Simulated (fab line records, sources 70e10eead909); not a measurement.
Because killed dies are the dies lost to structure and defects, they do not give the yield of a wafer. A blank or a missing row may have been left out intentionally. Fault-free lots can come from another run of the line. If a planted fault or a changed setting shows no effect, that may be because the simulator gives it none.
Which of the tools did it? + flow nandHarc + 45 wafers from 15 lots sampled at 4 of the route's 1302 steps

WHAT THE GAUGES READ, wafer by wafer
The record lacks any reading of a measuring or inspecting step that a usual standard deviation could be used to judge.

TOOL THAT RAN EACH LOT (tool first, then ch and the chambers of the sampled wafers, then the start)
| lot  | NHARC_A_STAIRCASE_STRIP_254         | NHARC_A_STAIRCASE_ETCH_451                   | NHARC_A_STAIRCASE_DEVELOP_288    | NHARC_A_STAIRCASE_ETCH_452    |
|------|-------------------------------------|----------------------------------------------|----------------------------------|-------------------------------|
| L223 | plasmaAsher-01 ch 0,1, day 16 02:38 | rieDiel-06 ch 0,1, day 16 12:00 or earlier   | lithoTrack-07 ch 0, day 16 12:00 | rieDiel-13 ch 1,2,3, no start |
| L225 | plasmaAsher-01 ch 0,1, day 17 07:47 | rieDiel-13 ch 0,3, day 17 17:00 or earlier   | lithoTrack-03 ch 0, day 17 17:00 | rieDiel-06 ch 0,1,2, no start |
| L228 | plasmaAsher-01 ch 0,1, day 18 03:46 | rieDiel-09 ch 2,3, day 18 14:00 or earlier   | lithoTrack-03, day 18 14:00      | rieDiel-06 ch 0,1, no start   |
| L230 | plasmaAsher-01 ch 0,1, day 19 03:29 | rieDiel-06 ch 0,3, day 19 20:00 or earlier   | lithoTrack-05, day 19 20:00      | rieDiel-06 ch 1,2,3, no start |
| L231 | plasmaAsher-01 ch 0,1, day 19 13:19 | rieDiel-06 ch 0,1,2, day 20 03:00 or earlier | lithoTrack-05, day 20 03:00      | rieDiel-13 ch 1,2,3, no start |
| L235 | plasmaAsher-02 ch 0,1, day 21 05:47 | rieDiel-13 ch 0,2,3, day 21 18:00 or earlier | lithoTrack-07 ch 0, day 21 18:00 | rieDiel-13 ch 0,1,2, no start |
| L237 | plasmaAsher-01 ch 0,1, day 22 11:35 | rieDiel-06 ch 0,2,3, day 23 01:00 or earlier | lithoTrack-05 ch 0, day 23 01:00 | rieDiel-13 ch 0,3, no start   |
| L238 | plasmaAsher-02 ch 0,1, day 22 16:51 | rieDiel-06 ch 1,2, day 23 08:00 or earlier   | lithoTrack-03 ch 0, day 23 08:00 | rieDiel-06 ch 0,1,3, no start |
| L242 | plasmaAsher-02 ch 0,1, day 23 17:14 | rieDiel-13 ch 0,1,3, day 24 04:00 or earlier | lithoTrack-05 ch 0, day 24 04:00 | rieDiel-13 ch 0,3, no start   |
| L241 | plasmaAsher-01 ch 0,1, day 23 17:41 | rieDiel-13 ch 0,2, day 24 05:00 or earlier   | lithoTrack-07 ch 0, day 24 05:00 | rieDiel-09 ch 1,3, no start   |
| L240 | plasmaAsher-01 ch 0,1, day 23 18:43 | rieDiel-09 ch 0,1, day 24 07:00 or earlier   | lithoTrack-05 ch 0, day 24 07:00 | rieDiel-09 ch 1,2, no start   |
| L243 | plasmaAsher-02 ch 0,1, day 24 22:26 | rieDiel-09 ch 0,1,3, day 25 07:00 or earlier | lithoTrack-03 ch 0, day 25 07:00 | rieDiel-06 ch 1,2,3, no start |
| L244 | plasmaAsher-01 ch 0,1, day 25 08:23 | rieDiel-09 ch 0,2,3, day 25 18:00 or earlier | lithoTrack-07 ch 0, day 25 18:00 | rieDiel-13 ch 0,1,3, no start |
| L245 | plasmaAsher-02 ch 0,1, day 25 21:25 | rieDiel-06 ch 0,1,2, day 26 10:00 or earlier | lithoTrack-07 ch 0, day 26 10:00 | rieDiel-06 ch 1,2,3, no start |
| L246 | plasmaAsher-01 ch 0,1, day 25 22:06 | rieDiel-09 ch 0,3, day 26 11:00 or earlier   | lithoTrack-05 ch 0, day 26 11:00 | rieDiel-13 ch 0,2, no start   |
- NHARC_A_STAIRCASE_STRIP_254: strips in O2.
- NHARC_A_STAIRCASE_ETCH_451: etches the open film in CF4/O2, target depth 30 nm, overetch 3 nm, time 16.5 s.
- NHARC_A_STAIRCASE_DEVELOP_288: time 140 s.
- NHARC_A_STAIRCASE_ETCH_452: etches the open film in CF4/O2, target depth 30 nm, overetch 3 nm, time 16.5 s.

WHAT THE TOOLS THEMSELVES READ (means of the sampled wafers that have a number; where no wafer has one, the mark that the record gives instead)
NHARC_A_STAIRCASE_STRIP_254. Usual: drypumpMotorCurrentA 5.6 A, standard deviation 0.58; heaterPowerW 359 W, standard deviation 22.
| lot  | tool           | drypumpMotorCurrentA (A) | heaterPowerW (W) | flag |
|------|----------------|--------------------------|------------------|------|
| L223 | plasmaAsher-01 | 6.0                      | 344              |      |
| L225 | plasmaAsher-01 | 6.2                      | 337              |      |
| L228 | plasmaAsher-01 | 6.2                      | 336              |      |
| L230 | plasmaAsher-01 | 6.1                      | 351              |      |
| L231 | plasmaAsher-01 | 6.2                      | 336              |      |
| L235 | plasmaAsher-02 | 4.9                      | 373              |      |
| L237 | plasmaAsher-01 | 6.2                      | 343              |      |
| L238 | plasmaAsher-02 | 4.9                      | 377              |      |
| L242 | plasmaAsher-02 | 5.1                      | 385              |      |
| L241 | plasmaAsher-01 | 6.2                      | 348              |      |
| L240 | plasmaAsher-01 | 6.2                      | 352              |      |
| L243 | plasmaAsher-02 | 4.9                      | 369              |      |
| L244 | plasmaAsher-01 | 6.1                      | 356              |      |
| L245 | plasmaAsher-02 | 4.9                      | 380              |      |
| L246 | plasmaAsher-01 | 6.1                      | 355              |      |

NHARC_A_STAIRCASE_ETCH_451. Usual: drypumpMotorCurrentA 5.7 A, standard deviation 0.5; oesProductAu 1.002 a.u., standard deviation 0.01; rfVppV 198.1 V, standard deviation 1.3; showerheadPlenumPTorr 1.35 Torr, standard deviation 0.055; throttleValvePct 13.398 %, standard deviation 0.0089.
| lot  | tool       | drypumpMotorCurrentA (A) | oesProductAu (a.u.) | rfVppV (V) | showerheadPlenumPTorr (Torr) | throttleValvePct (%) | flag |
|------|------------|--------------------------|---------------------|------------|------------------------------|----------------------|------|
| L223 | rieDiel-06 | 5.9                      | 1.000               | 198.0      | 1.36                         | 13.389               |      |
| L225 | rieDiel-13 | 5.5                      | 0.996               | 198.5      | 1.37                         | 13.403               |      |
| L228 | rieDiel-09 | 6.1                      | 1.002               | 197.8      | 1.29                         | 13.401               |      |
| L230 | rieDiel-06 | 6.2                      | 1.005               | 197.5      | 1.32                         | 13.398               |      |
| L231 | rieDiel-06 | 5.7                      | 0.997               | 198.8      | 1.38                         | 13.396               |      |
| L235 | rieDiel-13 | 5.5                      | 0.998               | 199.5      | 1.35                         | 13.392               |      |
| L237 | rieDiel-06 | 5.8                      | 1.004               | 199.0      | 1.35                         | 13.389               |      |
| L238 | rieDiel-06 | 5.7                      | 1.007               | 198.5      | 1.38                         | 13.403               |      |
| L242 | rieDiel-13 | 5.6                      | 0.992               | 198.2      | 1.34                         | 13.400               |      |
| L241 | rieDiel-13 | 5.1                      | 0.989               | 199.0      | 1.40                         | 13.399               |      |
| L240 | rieDiel-09 | 5.2                      | 1.000               | 197.9      | 1.36                         | 13.397               |      |
| L243 | rieDiel-09 | 5.6                      | 1.008               | 198.7      | 1.40                         | 13.406               |      |
| L244 | rieDiel-09 | 5.7                      | 0.997               | 197.5      | 1.36                         | 13.391               |      |
| L245 | rieDiel-06 | 5.7                      | 1.008               | 198.0      | 1.37                         | 13.395               |      |
| L246 | rieDiel-09 | 5.6                      | 1.005               | 198.4      | 1.40                         | 13.394               |      |

NHARC_A_STAIRCASE_DEVELOP_288. Usual: chillPlateTempC 23.01 C, standard deviation 0.11; exhaustPa 45.0 Pa, standard deviation 0.88; resistLineTempC 22.99 C, standard deviation 0.1.
| lot  | tool          | chillPlateTempC (C) | exhaustPa (Pa) | resistLineTempC (C) | flag |
|------|---------------|---------------------|----------------|---------------------|------|
| L223 | lithoTrack-07 | 22.98               | 43.5           | 23.11               |      |
| L225 | lithoTrack-03 | 23.00               | 44.5           | 22.92               |      |
| L228 | lithoTrack-03 | -                   | -              | -                   | OFF  |
| L230 | lithoTrack-05 | -                   | -              | -                   | OFF  |
| L231 | lithoTrack-05 | -                   | -              | -                   | OFF  |
| L235 | lithoTrack-07 | 22.79               | 45.9           | 22.93               |      |
| L237 | lithoTrack-05 | 23.07               | 45.2           | 22.99               |      |
| L238 | lithoTrack-03 | 22.92               | 45.1           | 23.14               |      |
| L242 | lithoTrack-05 | 22.96               | 45.3           | 23.00               |      |
| L241 | lithoTrack-07 | 23.01               | 45.2           | 22.98               |      |
| L240 | lithoTrack-05 | 23.17               | 44.9           | 23.05               |      |
| L243 | lithoTrack-03 | 23.04               | 45.2           | 23.07               |      |
| L244 | lithoTrack-07 | 23.18               | 45.4           | 22.92               |      |
| L245 | lithoTrack-07 | 22.91               | 45.8           | 23.06               |      |
| L246 | lithoTrack-05 | 22.96               | 44.4           | 22.96               |      |

NHARC_A_STAIRCASE_ETCH_452. Usual: drypumpMotorCurrentA 5.7 A, standard deviation 0.52; oesProductAu 0.998 a.u., standard deviation 0.0092; rfVppV 198.3 V, standard deviation 1.3; showerheadPlenumPTorr 1.36 Torr, standard deviation 0.054; throttleValvePct 13.397 %, standard deviation 0.0094.
| lot  | tool       | drypumpMotorCurrentA (A) | oesProductAu (a.u.) | rfVppV (V) | showerheadPlenumPTorr (Torr) | throttleValvePct (%) | flag |
|------|------------|--------------------------|---------------------|------------|------------------------------|----------------------|------|
| L223 | rieDiel-13 | 5.6                      | 1.000               | 198.2      | 1.34                         | 13.397               |      |
| L225 | rieDiel-06 | 5.7                      | 1.001               | 198.7      | 1.38                         | 13.393               |      |
| L228 | rieDiel-06 | 5.9                      | 1.006               | 198.2      | 1.35                         | 13.401               |      |
| L230 | rieDiel-06 | 5.8                      | 0.996               | 198.0      | 1.37                         | 13.401               |      |
| L231 | rieDiel-13 | 5.6                      | 0.999               | 197.4      | 1.33                         | 13.393               |      |
| L235 | rieDiel-13 | 5.2                      | 0.998               | 198.2      | 1.38                         | 13.395               |      |
| L237 | rieDiel-13 | 5.5                      | 0.995               | 197.7      | 1.36                         | 13.398               |      |
| L238 | rieDiel-06 | 6.0                      | 1.001               | 197.7      | 1.33                         | 13.395               |      |
| L242 | rieDiel-13 | 5.5                      | 0.986               | 199.0      | 1.36                         | 13.393               |      |
| L241 | rieDiel-09 | 5.9                      | 1.020               | 200.2      | 1.44                         | 13.403               |      |
| L240 | rieDiel-09 | 5.9                      | 1.014               | 200.0      | 1.39                         | 13.397               |      |
| L243 | rieDiel-06 | 5.8                      | 1.003               | 198.0      | 1.36                         | 13.404               |      |
| L244 | rieDiel-13 | 5.6                      | 0.992               | 197.3      | 1.33                         | 13.400               |      |
| L245 | rieDiel-06 | 5.9                      | 0.999               | 197.5      | 1.35                         | 13.405               |      |
| L246 | rieDiel-13 | 5.1                      | 0.982               | 197.5      | 1.38                         | 13.402               |      |

THE ANSWER, worked out from the rows above alone
Rule: a lot is off if the mean of its wafers that have a number lies more than 3 standard deviations from the usual mean. Also off: a lot with no number at a reading for which 4 or more lots have one. The other lots that the step has rows for count as sound. After the gauges, taken in route order, come the tools' own readings; for these a lot's mean is taken, as printed above. At the first step where some lot is off, the reading lying furthest off is the one used; lots without a number count as furthest.
Off at NHARC_A_STAIRCASE_DEVELOP_288 (chillPlateTempC): L228, L230, L231. Without a number there: L228, L230, L231.
If a tool, at that step or one of the process steps before it, ran each lot that is off and ran no sound lot following the first of them, it fits. With no start given for some of its lots, NHARC_A_STAIRCASE_ETCH_451 uses the hours and lot order of NHARC_A_STAIRCASE_DEVELOP_288. None of those tried fits.

WHAT HAD BEEN PUT IN BY THE SIMULATOR
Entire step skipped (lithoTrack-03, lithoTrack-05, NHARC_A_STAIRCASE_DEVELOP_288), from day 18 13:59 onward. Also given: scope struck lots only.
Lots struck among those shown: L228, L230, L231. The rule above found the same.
